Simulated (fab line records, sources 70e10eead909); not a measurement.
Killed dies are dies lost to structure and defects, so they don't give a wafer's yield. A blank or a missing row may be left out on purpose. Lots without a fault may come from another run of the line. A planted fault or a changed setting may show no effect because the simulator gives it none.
Chamber matching | flow nand_harc | NHARC_A_CHANNEL_FILL_D1_ALD_25 on ald_hk-04: 4 sister chambers
The step deposits SiOx, target thk 60 nm, pulse time 10 s, ald cycles 600. 4 wafers are shown with their chamber, then 9 later ones without.

WAFERS WITH THEIR CHAMBER
wafer  | chamber | heater_power_w (W)
L079.2 | 3       | 540
L087.5 | 2       | 493
L089.1 | 0       | 430
L089.5 | 1       | 467

WAFERS WITHOUT THEIR CHAMBER
wafer  | heater_power_w (W)
L094.1 | 424
L094.3 | 534
L094.4 | 483
L091.1 | 495
L091.5 | 435
L091.6 | 467
L097.1 | 443
L097.3 | 464
L097.5 | 444

WHICH CHAMBER EACH WENT THROUGH
wafer  | from the rows above     | in truth
L094.1 | 0                       | 0
L094.3 | 3                       | 3
L094.4 | can't be placed: 2 or 1 | 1
L091.1 | 2                       | 2
L091.5 | 0                       | 0
L091.6 | 1                       | 1
L097.1 | can't be placed: 0 or 1 | 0
L097.3 | 1                       | 1
L097.5 | can't be placed: 0 or 1 | 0
Placed correctly: 6 of 9. Can't be placed from these rows: 3 (the true chamber is among the candidates in 3). Placed wrongly: 0.
How it was worked out, from the rows above alone: a wafer's distance from a chamber is the root of the sum, over the readings, of the square of ((its reading less the chamber's mean) divided by the reading's scatter). The wafer belongs to the nearest chamber; if the next one is less than 2 further off, it can't be placed. A chamber's mean is the mean of its shown wafers. The scatter: with one shown wafer a chamber, the root of the mean of the squares of how far each hidden wafer lies from its nearest shown one.
